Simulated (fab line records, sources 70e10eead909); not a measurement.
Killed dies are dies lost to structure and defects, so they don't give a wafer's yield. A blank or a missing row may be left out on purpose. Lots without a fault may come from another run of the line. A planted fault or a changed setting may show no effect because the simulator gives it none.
Which tool did it? | flow nand_harc | 19 lots, 57 wafers sampled, at 6 steps of a route of 1159

WHAT THE GAUGES READ, wafer by wafer
The record holds no reading of a measuring or inspecting step that can be judged against a usual standard deviation.

WHICH TOOL RAN EACH LOT (tool, then ch and the chambers of the sampled wafers, then the start)
lot  | NHARC_A_STAIRCASE_ETCH_192                    | NHARC_A_STAIRCASE_TRIM_202                    | NHARC_A_STAIRCASE_ETCH_221                    | NHARC_A_STAIRCASE_ETCH_292         | NHARC_A_STAIRCASE_HM_OPEN_460    | NHARC_A_STAIRCASE_ETCH_452
L078 | rie_diel-10 ch 2,3, day 12 10:24 or earlier   | rie_diel-10 ch 0,2,3, day 12 10:24 or earlier | rie_diel-10 ch 0,2,3, day 12 10:24 or earlier | rie_diel-10 ch 1,2, day 12 10:24   | rie_diel-10 ch 0,1,2, no start   | rie_diel-10 ch 0,1,3, no start
L074 | rie_diel-06 ch 0,1,3, day 12 11:10 or earlier | rie_diel-06 ch 0,2,3, day 12 11:10 or earlier | rie_diel-05 ch 0,2,3, day 12 11:10 or earlier | rie_diel-05 ch 0,1,3, day 12 11:10 | rie_diel-05 ch 0,2,3, no start   | rie_diel-05 ch 0,2,3, no start
L077 | rie_diel-06 ch 0,3, day 12 12:09 or earlier   | rie_diel-06 ch 0,1,2, day 12 12:09 or earlier | rie_diel-05 ch 0,1,2, day 12 12:09 or earlier | rie_diel-06 ch 0,1, day 12 12:09   | rie_diel-06 ch 0,1,2, no start   | rie_diel-06 ch 0,2,3, no start
L079 | rie_diel-06 ch 0,2,3, day 12 14:58 or earlier | rie_diel-05 ch 1,2,3, day 12 14:58 or earlier | rie_diel-05 ch 0,1,2, day 12 14:58 or earlier | rie_diel-10 ch 0,1, day 12 14:58   | rie_diel-10 ch 0,1,3, no start   | rie_diel-10 ch 0,2,3, no start
L080 | rie_diel-06 ch 0,3, day 12 20:41 or earlier   | rie_diel-05 ch 0,1,3, day 12 20:41 or earlier | rie_diel-06 ch 1,2,3, day 12 20:41 or earlier | rie_diel-05 ch 0,2,3, day 12 20:41 | rie_diel-05 ch 1,2,3, no start   | rie_diel-05 ch 0,1,3, no start
L081 | rie_diel-06 ch 0,1,3, day 12 23:19 or earlier | rie_diel-06 ch 0,1,2, day 12 23:19 or earlier | rie_diel-06 ch 0,1,3, day 12 23:19 or earlier | rie_diel-06 ch 1,2,3, day 12 23:19 | rie_diel-06 ch 0,1,3, no start   | rie_diel-06 ch 0,1,2, no start
L082 | rie_diel-05 ch 0,3, day 13 19:48 or earlier   | rie_diel-05 ch 0,3, day 13 19:48 or earlier   | rie_diel-05 ch 0,1, day 13 19:48 or earlier   | rie_diel-05 ch 1,2,3, day 13 19:48 | rie_diel-05 ch 0,1, no start     | rie_diel-05 ch 0,2,3, no start
L085 | rie_diel-06 ch 1,2,3, day 13 19:29 or earlier | rie_diel-06 ch 0,1, day 13 19:29 or earlier   | rie_diel-05 ch 0,1, day 13 19:29 or earlier   | rie_diel-06 ch 0,3, day 13 19:29   | rie_diel-06 ch 1,3, no start     | rie_diel-06 ch 2,3, no start
L084 | rie_diel-05 ch 0,3, day 14 00:50 or earlier   | rie_diel-05 ch 1,3, day 14 00:50 or earlier   | rie_diel-05 ch 2,3, day 14 00:50 or earlier   | rie_diel-05 ch 0,2,3, day 14 00:50 | rie_diel-05 ch 0,1, no start     | rie_diel-05 ch 0,1,3, no start
L087 | rie_diel-06 ch 0,1, day 14 16:34 or earlier   | rie_diel-06 ch 0,1,3, day 14 16:34 or earlier | rie_diel-06 ch 2,3, day 14 16:34 or earlier   | rie_diel-05 ch 0,2,3, day 14 16:34 | rie_diel-05 ch 0,1,3, no start   | rie_diel-05 ch 0,2,3, no start
L086 | rie_diel-05 ch 0,1,3, day 14 16:50 or earlier | rie_diel-10 ch 1,2,3, day 14 16:50 or earlier | rie_diel-05 ch 0,1,3, day 14 16:50 or earlier | rie_diel-05 ch 1,2,3, day 14 16:50 | rie_diel-05 ch 0,1,2, no start   | rie_diel-05 ch 0,1,3, no start
L090 | rie_diel-10 ch 0,1, day 15 09:07 or earlier   | rie_diel-06 ch 0,1,2, day 15 09:07 or earlier | rie_diel-05 ch 0,3, day 15 09:07 or earlier   | rie_diel-10 ch 2,3, day 15 09:07   | rie_diel-10 ch 0,3, no start     | rie_diel-10 ch 1,2,3, no start
L089 | rie_diel-10 ch 0,2, day 15 09:23 or earlier   | rie_diel-05 ch 0,2, day 15 09:23 or earlier   | rie_diel-06 ch 0,3, day 15 09:23 or earlier   | rie_diel-06 ch 0,1, day 15 09:23   | rie_diel-06 ch 1,2,3, no start   | rie_diel-06 ch 0,1,2, no start
L093 | rie_diel-05 ch 1,2, day 16 09:53 or earlier   | rie_diel-06 ch 0,2, day 16 09:53 or earlier   | rie_diel-05 ch 0,1, day 16 09:53 or earlier   | rie_diel-05 ch 0,3, day 16 09:53   | rie_diel-05 ch 0,1, no start     | rie_diel-05 ch 0,3, no start
L091 | rie_diel-06 ch 1,2, day 16 11:34 or earlier   | rie_diel-05 ch 0,1,3, day 16 11:34 or earlier | rie_diel-05 ch 0,1,3, day 16 11:34 or earlier | rie_diel-10 ch 2,3, day 16 11:34   | rie_diel-10 ch 0,1,2, no start   | rie_diel-10 ch 0,1, no start
L095 | rie_diel-06 ch 2,3, day 16 15:36 or earlier   | rie_diel-06 ch 1,2,3, day 16 15:36 or earlier | rie_diel-06 ch 0,2,3, day 16 15:36 or earlier | rie_diel-10 ch 1,2, day 16 15:36   | rie_diel-10 ch 0,2,3, no start   | rie_diel-10 ch 1,2, no start
L094 | rie_diel-05 ch 0,1,3, day 16 17:25 or earlier | rie_diel-05 ch 1,3, day 16 17:25 or earlier   | rie_diel-10 ch 0,2,3, day 16 17:25 or earlier | rie_diel-10 ch 1,2,3, day 16 17:25 | rie_diel-10 ch 1,2,3, no start   | rie_diel-10 ch 0,2,3, no start
L096 | rie_diel-10 ch 1,2,3, day 16 19:53 or earlier | rie_diel-05 ch 0,1,3, day 16 19:53 or earlier | rie_diel-05 ch 0,1,3, day 16 19:53 or earlier | rie_diel-06 ch 0,3, day 16 19:53   | rie_diel-06 ch 0,3, no start     | rie_diel-06 ch 0,1, no start
L097 | rie_diel-05 ch 1,2,3, day 17 18:00 or earlier | rie_diel-05 ch 0,1, day 17 18:00 or earlier   | rie_diel-06 ch 0,1, day 17 18:00 or earlier   | rie_diel-10 ch 0,2, day 17 18:00   | rie_diel-10 ch 0,2, day 17 18:10 | rie_diel-10 ch 0,2, day 17 19:01
- NHARC_A_STAIRCASE_ETCH_192: etches the open film in C4F8/O2, target depth 100 nm, time 40.5 s.
- NHARC_A_STAIRCASE_TRIM_202: chemistry O2, time 211.2 s.
- NHARC_A_STAIRCASE_ETCH_221: etches the open film in C4F8/O2, target depth 100 nm, time 40.5 s.
- NHARC_A_STAIRCASE_ETCH_292: etches the open film in CF4/CHF3.
- NHARC_A_STAIRCASE_HM_OPEN_460: chemistry O2/COS.
- NHARC_A_STAIRCASE_ETCH_452: etches the open film in CF4/O2, target depth 30 nm, overetch 3 nm, time 16.5 s.

WHAT THE TOOLS THEMSELVES READ (means of the sampled wafers that have a number; where no wafer has one, the mark that the record gives instead)
NHARC_A_STAIRCASE_ETCH_192. Usual: chamber_pressure_mTorr 24.998 mTorr, standard deviation 0.022; oes_product_au 0.938 a.u., standard deviation 0.01; rf_vpp_V 895 V, standard deviation 3.5.
lot  | tool        | chamber_pressure_mTorr (mTorr) | oes_product_au (a.u.) | rf_vpp_V (V) | flag
L078 | rie_diel-10 | 25.010                         | 0.940                 | 894          |
L074 | rie_diel-06 | 25.000                         | 0.925                 | 898          |
L077 | rie_diel-06 | 24.966                         | 0.938                 | 899          |
L079 | rie_diel-06 | 25.000                         | 0.938                 | 897          |
L080 | rie_diel-06 | 24.982                         | 0.960                 | 899          |
L081 | rie_diel-06 | 24.987                         | 0.952                 | 898          |
L082 | rie_diel-05 | 24.998                         | 0.932                 | 892          |
L085 | rie_diel-06 | 24.990                         | 0.944                 | 896          |
L084 | rie_diel-05 | 24.995                         | 0.924                 | 892          |
L087 | rie_diel-06 | 25.022                         | 0.935                 | 896          |
L086 | rie_diel-05 | 25.014                         | 0.931                 | 892          |
L090 | rie_diel-10 | 24.992                         | 0.947                 | 897          |
L089 | rie_diel-10 | 24.997                         | 0.939                 | 899          |
L093 | rie_diel-05 | 25.002                         | 0.940                 | 894          |
L091 | rie_diel-06 | 25.006                         | 0.930                 | 894          |
L095 | rie_diel-06 | 25.005                         | 0.950                 | 894          |
L094 | rie_diel-05 | 24.984                         | 0.930                 | 890          |
L096 | rie_diel-10 | 24.982                         | 0.947                 | 894          |
L097 | rie_diel-05 | 25.000                         | 0.938                 | 893          |

NHARC_A_STAIRCASE_TRIM_202. Usual: chamber_pressure_mTorr 60.00 mTorr, standard deviation 0.054; drypump_motor_current_A 5.8 A, standard deviation 0.44; oes_product_au 0.996 a.u., standard deviation 0.0089; rf_vpp_V 57.8 V, standard deviation 0.86; showerhead_plenum_p_Torr 3.49 Torr, standard deviation 0.1; throttle_valve_pct 17.035 %, standard deviation 0.0095.
lot  | tool        | chamber_pressure_mTorr (mTorr) | drypump_motor_current_A (A) | oes_product_au (a.u.) | rf_vpp_V (V) | showerhead_plenum_p_Torr (Torr) | throttle_valve_pct (%) | flag
L078 | rie_diel-10 | 60.01                          | 5.7                         | 0.994                 | 57.5         | 3.55                            | 17.040                 |
L074 | rie_diel-06 | 59.99                          | 5.9                         | 0.997                 | 57.2         | 3.55                            | 17.044                 |
L077 | rie_diel-06 | 60.00                          | 5.8                         | 0.992                 | 58.3         | 3.52                            | 17.030                 |
L079 | rie_diel-05 | 59.97                          | 5.9                         | 0.992                 | 57.9         | 3.48                            | 17.027                 |
L080 | rie_diel-05 | 60.06                          | 5.6                         | 0.990                 | 57.5         | 3.41                            | 17.041                 |
L081 | rie_diel-06 | 59.98                          | 5.8                         | 0.996                 | 58.1         | 3.52                            | 17.029                 |
L082 | rie_diel-05 | 60.01                          | 5.8                         | 0.987                 | 57.7         | 3.42                            | 17.034                 |
L085 | rie_diel-06 | 59.88                          | 6.0                         | 1.007                 | 57.7         | 3.56                            | 17.042                 |
L084 | rie_diel-05 | 60.04                          | 5.5                         | 0.993                 | 58.8         | 3.37                            | 17.036                 |
L087 | rie_diel-06 | 60.05                          | 6.0                         | 1.004                 | 58.6         | 3.56                            | 17.037                 |
L086 | rie_diel-10 | 60.01                          | 6.1                         | 1.004                 | 57.8         | 3.47                            | 17.036                 |
L090 | rie_diel-06 | 59.95                          | 5.8                         | 0.993                 | 57.1         | 3.51                            | 17.039                 |
L089 | rie_diel-05 | 60.01                          | 6.4                         | 0.998                 | 58.4         | 3.59                            | 17.033                 |
L093 | rie_diel-06 | 59.98                          | 5.9                         | 0.999                 | 58.3         | 3.53                            | 17.035                 |
L091 | rie_diel-05 | 60.00                          | 5.6                         | 0.996                 | 56.7         | 3.39                            | 17.038                 |
L095 | rie_diel-06 | 60.01                          | 5.8                         | 1.000                 | 56.9         | 3.50                            | 17.032                 |
L094 | rie_diel-05 | 60.00                          | 5.4                         | 0.994                 | 58.3         | 3.36                            | 17.033                 |
L096 | rie_diel-05 | 60.01                          | 5.7                         | 0.996                 | 56.7         | 3.39                            | 17.046                 |
L097 | rie_diel-05 | 59.97                          | 5.5                         | 1.001                 | 57.7         | 3.38                            | 17.030                 |

NHARC_A_STAIRCASE_ETCH_221. Usual: chamber_pressure_mTorr 24.998 mTorr, standard deviation 0.022; oes_product_au 0.937 a.u., standard deviation 0.014; rf_vpp_V 894 V, standard deviation 3.9.
lot  | tool        | chamber_pressure_mTorr (mTorr) | oes_product_au (a.u.) | rf_vpp_V (V) | flag
L078 | rie_diel-10 | 25.004                         | 0.954                 | 897          |
L074 | rie_diel-05 | 25.009                         | 0.947                 | 896          |
L077 | rie_diel-05 | 25.014                         | 0.926                 | 896          |
L079 | rie_diel-05 | 24.981                         | 0.943                 | 895          |
L080 | rie_diel-06 | 25.000                         | 0.928                 | 896          |
L081 | rie_diel-06 | 24.993                         | 0.948                 | 897          |
L082 | rie_diel-05 | 24.984                         | 0.934                 | 891          |
L085 | rie_diel-05 | 24.978                         | 0.924                 | 891          |
L084 | rie_diel-05 | 25.001                         | 0.938                 | 895          |
L087 | rie_diel-06 | 25.013                         | 0.955                 | 896          |
L086 | rie_diel-05 | 24.998                         | 0.944                 | 892          |
L090 | rie_diel-05 | 25.007                         | 0.935                 | 893          |
L089 | rie_diel-06 | 24.989                         | 0.953                 | 898          |
L093 | rie_diel-05 | 25.016                         | 0.919                 | 891          |
L091 | rie_diel-05 | 24.986                         | 0.924                 | 891          |
L095 | rie_diel-06 | 25.018                         | 0.947                 | 896          |
L094 | rie_diel-10 | 25.000                         | 0.937                 | 896          |
L096 | rie_diel-05 | 25.006                         | 0.931                 | 890          |
L097 | rie_diel-06 | 24.999                         | 0.944                 | 896          |

NHARC_A_STAIRCASE_ETCH_292. Usual: chamber_pressure_mTorr 25.003 mTorr, standard deviation 0.022; drypump_motor_current_A 5.9 A, standard deviation 0.49; oes_product_au 0.953 a.u., standard deviation 0.021; rf_vpp_V 370.1 V, standard deviation 1.9; showerhead_plenum_p_Torr 1.56 Torr, standard deviation 0.048; throttle_valve_pct 16.803 %, standard deviation 0.01.
lot  | tool        | chamber_pressure_mTorr (mTorr) | drypump_motor_current_A (A) | oes_product_au (a.u.) | rf_vpp_V (V) | showerhead_plenum_p_Torr (Torr) | throttle_valve_pct (%) | flag
L078 | rie_diel-10 | 24.981                         | 6.4                         | 0.984                 | 371.2        | 1.58                            | 16.814                 |
L074 | rie_diel-05 | 25.018                         | 5.6                         | 0.916                 | 369.0        | 1.52                            | 16.807                 |
L077 | rie_diel-06 | 25.013                         | 5.9                         | 0.924                 | 370.9        | 1.58                            | 16.797                 |
L079 | rie_diel-10 | 25.009                         | 5.8                         | 0.977                 | 371.6        | 1.59                            | 16.798                 |
L080 | rie_diel-05 | 25.009                         | 6.1                         | 0.950                 | 370.8        | 1.57                            | 16.810                 |
L081 | rie_diel-06 | 24.983                         | 5.8                         | 0.972                 | 370.8        | 1.57                            | 16.792                 |
L082 | rie_diel-05 | 24.991                         | 5.9                         | 0.972                 | 369.4        | 1.55                            | 16.795                 |
L085 | rie_diel-06 | 25.014                         | 6.1                         | 0.981                 | 371.2        | 1.60                            | 16.814                 |
L084 | rie_diel-05 | 24.999                         | 6.1                         | 0.938                 | 369.6        | 1.56                            | 16.807                 |
L087 | rie_diel-05 | 25.025                         | 6.1                         | 0.945                 | 370.3        | 1.56                            | 16.798                 |
L086 | rie_diel-05 | 25.007                         | 5.9                         | 0.948                 | 370.3        | 1.55                            | 16.803                 |
L090 | rie_diel-10 | 25.002                         | 5.6                         | 0.968                 | 370.2        | 1.54                            | 16.799                 |
L089 | rie_diel-06 | 25.004                         | 6.0                         | 0.962                 | 370.2        | 1.59                            | 16.804                 |
L093 | rie_diel-05 | 25.007                         | 5.8                         | 0.929                 | 369.1        | 1.52                            | 16.800                 |
L091 | rie_diel-10 | 25.003                         | 5.9                         | 0.970                 | 370.7        | 1.57                            | 16.804                 |
L095 | rie_diel-10 | 24.999                         | 6.5                         | 0.965                 | 370.5        | 1.55                            | 16.803                 |
L094 | rie_diel-10 | 25.013                         | 6.0                         | 0.964                 | 369.4        | 1.54                            | 16.808                 |
L096 | rie_diel-06 | 25.001                         | 6.2                         | 0.924                 | 371.2        | 1.59                            | 16.809                 |
L097 | rie_diel-10 | 25.019                         | 5.9                         | 0.959                 | 371.9        | 1.60                            | 16.799                 |

NHARC_A_STAIRCASE_HM_OPEN_460. Usual: chamber_pressure_mTorr 20.000 mTorr, standard deviation 0.017; drypump_motor_current_A 5.9 A, standard deviation 0.49; oes_product_au 0.997 a.u., standard deviation 0.011; rf_vpp_V 466.4 V, standard deviation 2.2; showerhead_plenum_p_Torr 3.09 Torr, standard deviation 0.094; throttle_valve_pct 28.330 %, standard deviation 0.0088.
lot  | tool        | chamber_pressure_mTorr (mTorr) | drypump_motor_current_A (A) | oes_product_au (a.u.) | rf_vpp_V (V) | showerhead_plenum_p_Torr (Torr) | throttle_valve_pct (%) | flag
L078 | rie_diel-10 | 20.000                         | 6.1                         | 1.003                 | 468.8        | 3.15                            | 28.330                 |
L074 | rie_diel-05 | 20.014                         | 6.1                         | 0.987                 | 466.1        | 3.10                            | 28.321                 |
L077 | rie_diel-06 | 19.991                         | 5.8                         | 0.989                 | 466.4        | 3.11                            | 28.330                 |
L079 | rie_diel-10 | 19.992                         | 5.8                         | 0.996                 | 466.5        | 3.08                            | 28.342                 |
L080 | rie_diel-05 | 19.995                         | 5.9                         | 0.996                 | 466.3        | 3.08                            | 28.333                 |
L081 | rie_diel-06 | 19.990                         | 6.0                         | 1.002                 | 468.3        | 3.16                            | 28.329                 |
L082 | rie_diel-05 | 20.006                         | 5.5                         | 0.996                 | 463.9        | 3.00                            | 28.327                 |
L085 | rie_diel-06 | 20.006                         | 6.0                         | 1.006                 | 467.2        | 3.16                            | 28.337                 |
L084 | rie_diel-05 | 19.997                         | 5.5                         | 0.998                 | 464.5        | 3.00                            | 28.332                 |
L087 | rie_diel-05 | 19.982                         | 5.6                         | 0.993                 | 464.2        | 3.01                            | 28.336                 |
L086 | rie_diel-05 | 19.997                         | 6.0                         | 0.995                 | 466.2        | 3.09                            | 28.328                 |
L090 | rie_diel-10 | 19.998                         | 5.3                         | 0.998                 | 466.5        | 3.06                            | 28.330                 |
L089 | rie_diel-06 | 19.997                         | 5.8                         | 0.997                 | 466.4        | 3.10                            | 28.335                 |
L093 | rie_diel-05 | 20.007                         | 5.5                         | 0.988                 | 464.2        | 2.99                            | 28.341                 |
L091 | rie_diel-10 | 20.003                         | 6.2                         | 1.015                 | 467.4        | 3.13                            | 28.330                 |
L095 | rie_diel-10 | 20.001                         | 5.6                         | 1.002                 | 467.2        | 3.12                            | 28.327                 |
L094 | rie_diel-10 | 20.003                         | 6.1                         | 0.995                 | 466.3        | 3.06                            | 28.331                 |
L096 | rie_diel-06 | 20.011                         | 6.2                         | 1.010                 | 468.5        | 3.16                            | 28.328                 |
L097 | rie_diel-10 | 19.996                         | 6.0                         | 1.010                 | 468.8        | 3.18                            | 28.331                 |

NHARC_A_STAIRCASE_ETCH_452. Usual: chamber_pressure_mTorr 30.002 mTorr, standard deviation 0.027; drypump_motor_current_A 5.8 A, standard deviation 0.48; oes_o_777_au 1.000 a.u., standard deviation 0.0044; oes_product_au 0.998 a.u., standard deviation 0.011; rf_vpp_V 197.5 V, standard deviation 1.1; showerhead_plenum_p_Torr 1.32 Torr, standard deviation 0.042; throttle_valve_pct 13.398 %, standard deviation 0.0092.
lot  | tool        | chamber_pressure_mTorr (mTorr) | drypump_motor_current_A (A) | oes_o_777_au (a.u.) | oes_product_au (a.u.) | rf_vpp_V (V) | showerhead_plenum_p_Torr (Torr) | throttle_valve_pct (%) | flag
L078 | rie_diel-10 | 29.975                         | 5.7                         | 0.995               | 0.994                 | 197.9        | 1.32                            | 13.401                 |
L074 | rie_diel-05 | 30.020                         | 6.1                         | 1.000               | 0.997                 | 197.3        | 1.32                            | 13.395                 |
L077 | rie_diel-06 | 30.013                         | 5.9                         | 0.997               | 1.005                 | 198.4        | 1.34                            | 13.396                 |
L079 | rie_diel-10 | 30.014                         | 5.6                         | 1.003               | 1.003                 | 198.3        | 1.34                            | 13.394                 |
L080 | rie_diel-05 | 29.989                         | 5.6                         | 1.002               | 0.990                 | 197.3        | 1.28                            | 13.396                 |
L081 | rie_diel-06 | 29.980                         | 5.8                         | 1.004               | 1.001                 | 197.9        | 1.33                            | 13.399                 |
L082 | rie_diel-05 | 30.015                         | 6.1                         | 1.001               | 0.991                 | 198.0        | 1.32                            | 13.395                 |
L085 | rie_diel-06 | 29.974                         | 5.6                         | 0.997               | 1.003                 | 197.4        | 1.32                            | 13.399                 |
L084 | rie_diel-05 | 29.981                         | 5.6                         | 1.000               | 0.992                 | 197.0        | 1.28                            | 13.396                 |
L087 | rie_diel-05 | 30.006                         | 6.1                         | 1.001               | 0.985                 | 197.4        | 1.32                            | 13.399                 |
L086 | rie_diel-05 | 29.997                         | 5.6                         | 1.003               | 0.990                 | 196.9        | 1.28                            | 13.402                 |
L090 | rie_diel-10 | 30.003                         | 6.0                         | 1.001               | 1.007                 | 197.6        | 1.31                            | 13.393                 |
L089 | rie_diel-06 | 30.005                         | 5.8                         | 1.001               | 0.998                 | 197.5        | 1.33                            | 13.389                 |
L093 | rie_diel-05 | 29.999                         | 5.7                         | 0.998               | 0.990                 | 196.3        | 1.29                            | 13.397                 |
L091 | rie_diel-10 | 29.978                         | 6.3                         | 1.002               | 1.009                 | 196.6        | 1.32                            | 13.408                 |
L095 | rie_diel-10 | 30.019                         | 6.4                         | 1.004               | 1.008                 | 197.7        | 1.34                            | 13.403                 |
L094 | rie_diel-10 | 29.990                         | 5.6                         | 1.000               | 1.000                 | 197.2        | 1.34                            | 13.393                 |
L096 | rie_diel-06 | 30.007                         | 5.8                         | 1.001               | 0.997                 | 198.2        | 1.33                            | 13.397                 |
L097 | rie_diel-10 | 30.012                         | 6.0                         | 0.993               | 1.007                 | 198.6        | 1.36                            | 13.400                 |

THE ANSWER, worked out from the rows above alone
Rule: a lot is off if the mean of its wafers that have a number lies more than 3 standard deviations from the usual mean. A lot without any number at a reading at which 4 lots or more have one is off too. The other lots that the step has rows for count as sound. The gauges are gone through in route order, then the tools' own readings, and for those a lot's mean is taken as printed above. The first step at which some lot is off is used, and at that step the reading that is off furthest; a lot without a number counts as furthest.
No lot is off at any reading shown: from this, nothing can be told.

WHAT THE SIMULATOR HAD PUT IN
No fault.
